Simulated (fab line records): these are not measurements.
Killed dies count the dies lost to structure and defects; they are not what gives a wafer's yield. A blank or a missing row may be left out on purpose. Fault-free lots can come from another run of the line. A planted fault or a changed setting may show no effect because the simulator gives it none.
A struck lot beside a sound one ; flow nandHarc ; 35 out of 1159 route steps
Sound: the wafers L437.4, L437.5, L437.6. Wafers struck: L442.1, L442.2, L442.6. The cause is named last.
Per side, at each step with rows, come the tool, then ch with its chambers, and then its first start. Under that, the readings that differ: sound wafers ; struck wafers ; difference of the means ; sigmas: that difference in standard deviations of wafers without a fault.
alike: same words and numbers on both sides, and readings whose means sit less than 2 such deviations apart. not compared: any withheld reading, any reading some wafer has no value for, any bound like >300 that may hide the same value, and any number with overlapping values for which the record gives no deviation.
Wherever a step has rows on one side only, a row that says differs or no value, or a row with sigmas, the two part there. Non-overlapping numbers with no deviation appear without sigmas and do not part them. A reading that every wafer of one side lacks parts them only if that side has two wafers or more.

first, 10 steps without rows for these wafers: NHARC_A_CONTACT_DESCUM_13 (chemistry O2, time 3 s); NHARC_A_CONTACT_ETCH_88 (etches the open film in CF4, target depth 39 nm, time 65 s); NHARC_A_CONTACT_ETCH_89 (etches the open film in N2/H2, target depth 260 nm, time 475.3 s); NHARC_A_CONTACT_ETCH_30 (etches the open film in CF4/CHF3, target depth 60.5 nm, time 30.2 s); NHARC_A_CONTACT_ETCH_31 (etches the open film in O2/COS, target depth 2000 nm, time 520 s); NHARC_A_CONTACT_ETCH_134 (etches the open film in C4F8/O2/Ar, time 140 s, target depth 700 nm); NHARC_A_CONTACT_ETCH_135 (etches the open film in C4F8/O2/Ar, time 132 s, target depth 1287 nm); NHARC_A_CONTACT_ETCH_136 (etches the open film in C4F8/O2/Ar, time 132 s, target depth 1287 nm); NHARC_A_CONTACT_ETCH_137 (etches the open film in C4F8/O2/Ar, time 132 s, target depth 1287 nm); NHARC_A_CONTACT_ETCH_138 (etches the open film in C4F8/O2/Ar, time 132 s, target depth 1289 nm).
NHARC_A_CONTACT_ETCH_139: etches the open film in C4F8/O2/Ar, time 137 s, target depth 590 nm.
  sound on harCapEtch-01 ch 0,1, day 19 11:05; struck on harCapEtch-01 ch 0,1, day 20 21:44
  alike: chamberPressureMTorr
  not compared: rfHoursCounterH
then, 23 steps without rows for these wafers: NHARC_A_CONTACT_ETCH_92 (etches the open film in CH3F/O2, target depth 40 nm, time 85.7 s); NHARC_A_CONTACT_ETCH_98 (etches the open film in C4F6/O2, target depth 20 nm, time 10 s); NHARC_A_CONTACT_STRIP_107 (strips in N2/H2); NHARC_A_CONTACT_STRIP_108 (strips in CF4/CHF3); NHARC_A_CONTACT_STRIP_109 (strips in O2/COS); NHARC_A_CONTACT_ETCH_110 (etches the open film in CF4/O2, target depth 50 nm, overetch 5 nm, time 27.5 s); NHARC_A_CONTACT_STRIP_26 (strips in O2); NHARC_A_CONTACT_STRIP_27 (strips in post etch residue remover, time 600 s); NHARC_A_CONTACT_ALD_18 (deposits TiN, target thk 3 nm, pulse time 1 s, ald cycles 150); NHARC_A_CONTACT_CVD_19 (deposits W, target thk 300 nm, time 802 s); NHARC_A_CONTACT_CMP_20 (polishes, t overpolish 30 s, target thk 300 nm); NHARC_A_CONTACT_SRD_22; NHARC_A_BLC_DEHYDRATE_00 (time 120 s); NHARC_A_BLC_HMDS_01 (time 30 s); NHARC_A_BLC_COAT_02 (time 75 s); NHARC_A_BLC_COAT_03 (time 65 s); NHARC_A_BLC_COAT_04 (resist thk 90 nm); NHARC_A_BLC_SOFTBAKE_05 (time 55 s); NHARC_A_BLC_EBR_06; NHARC_A_BLC_EXPOSE_07 (exposes mask A BLC, target cd 100 nm); NHARC_A_BLC_PEB_08 (peb time 65 s); NHARC_A_BLC_DEVELOP_09 (develop time 35 s); NHARC_A_BLC_DESCUM_15 (chemistry O2, time 3 s).
-- record jumps: 4 days between struck wafers' starts before vs after; left off in module A_BLC, resumes in module END, first step shown is number 1159 of the route --
NHARC_END_SORT_01:
  sound on prober-02 ch 0, day 21 16:24; struck on prober-02 ch 0, day 24 20:24
reading;sound;struck;difference;sigmas
killedAtArray;28 33 27;128 86 143;+90;+10
killedDies;29 36 32;133 89 145;+90;+10
  alike: killedAtOther, killedAtPeriphery, killedOpen, killedShort

WHERE THEY PART
At NHARC_END_SORT_01 and nowhere else, as far as this record goes.

WHY: what had been put in by the simulator
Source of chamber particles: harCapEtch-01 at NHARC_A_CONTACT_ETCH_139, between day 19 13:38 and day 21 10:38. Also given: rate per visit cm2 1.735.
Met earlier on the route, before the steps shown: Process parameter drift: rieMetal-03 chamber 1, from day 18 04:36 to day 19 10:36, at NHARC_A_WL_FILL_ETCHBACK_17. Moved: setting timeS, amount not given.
